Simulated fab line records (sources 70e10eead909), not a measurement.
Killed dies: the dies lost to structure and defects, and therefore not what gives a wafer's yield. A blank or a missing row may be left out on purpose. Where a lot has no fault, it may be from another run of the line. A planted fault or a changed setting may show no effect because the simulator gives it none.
Code-filled problem report in 8D (eight disciplines) form ; flow nand harc ; the parts of the form that need people (team, actions taken, sign-off) are left out

== 1. PROBLEM STATEMENT ==
At NHARC_END_SORT_01, killed dies averages 402 over 2 wafers from 2 lots, while fault-free wafers read 56, standard deviation 17. Relative to the usual mean, that is a shift of +20 standard deviations.
First seen on wafer L839.1, day 33 04:29, on prober-01. At this step, 6 wafers from 2 lots have a number in the record. By rule, "out" or "out of limits" means more than 4 standard deviations away from the usual mean. All remaining wafers that have a number are taken as sound.

== 2. WHAT THIS IS AND IS NOT ==
question;is;is not
which readings at this step;killed dies, killed at array;killed at other, killed at periphery, killed open, killed short
which lots;L839, L840;-
which wafers of those lots;L839.1, L840.3;L839.4, L839.5, L840.2, L840.6
read on which gauges;prober-01, prober-02;-
when;from day 33 04:29;"up to then (0 sound wafers); but 4 sound wafers of L839, L840 came after"

== 3. WHAT RULES OUT EACH SUSPECT ==
Counting: if a tool at a process step up to the reading ran every lot that is out, it stays a suspect. Sound lots after the first of them don't rule it out here, since some wafers of a struck lot are sound.
- the gauge at NHARC_END_SORT_01: ruled out. The wafers that are out were read on 2 gauges (prober-01, prober-02).
- rie diel-12 at NHARC_A_STAIRCASE_TRIM_202 (chemistry O2, time 211.2 s): kept. It ran every lot that is out, first L839 (day 24 19:16). Because NHARC_A_STAIRCASE_TRIM_202 lacks a start for some lots, the hours and order of its lots are taken from NHARC_A_STAIRCASE_ETCH_225.
- rie diel-02 at NHARC_A_STAIRCASE_ETCH_225 (etches the open film in C4F8/O2, target depth 100 nm, time 40.5 s): kept. It ran every lot that is out, first L839 (day 24 19:16). On those wafers its own readings are out: run length s.
Remaining after the count are rie diel-12 at NHARC_A_STAIRCASE_TRIM_202 and rie diel-02 at NHARC_A_STAIRCASE_ETCH_225.

== 4. THE CAUSE (what the simulator had put in) ==
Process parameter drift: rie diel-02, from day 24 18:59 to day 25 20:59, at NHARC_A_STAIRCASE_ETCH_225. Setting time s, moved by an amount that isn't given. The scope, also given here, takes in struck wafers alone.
Counting left 2 suspects, and this tool is among them.

== 5. SEQUENCE OF EFFECTS, ordered by route ==
Each row: a reading whose mean over the struck wafers that have a number lies more than 3 standard deviations from the usual. Only readings for which the record gives a usual standard deviation are gone through. hours: the time from each lot's start at the first step in this table that gives one to its start at this step, as a median over the lots. sigmas: the change in usual standard deviations.
hours;step;reading;usual;on struck wafers;change;sigmas
0;NHARC_A_STAIRCASE_ETCH_225;run length s;61.7 s;51.1;-10.6;-23
195;NHARC_END_SORT_01;killed at array;52;400;+348;+19
195;NHARC_END_SORT_01;killed dies;56;402;+346;+20
Here are the process steps it includes:
- NHARC_A_STAIRCASE_ETCH_225: etches the open film in C4F8/O2, target depth 100 nm, time 40.5 s.

== 6. HOW IT WOULD HAVE BEEN CAUGHT EARLIER ==
In this record the first reading out of limits at a measuring or inspecting step was taken at day 33 04:29, 202 hours after the fault began at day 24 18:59.
At NHARC_A_STAIRCASE_ETCH_225, the tool's own readings (run length s) were out on each struck wafer the step has a row for, so an alarm limit on them would have fired on the first such wafer.
Lots out: 2; all had begun NHARC_A_STAIRCASE_ETCH_225 on rie diel-02 by day 33 04:29. Had the tool been put on hold then, not one of them would have been saved.
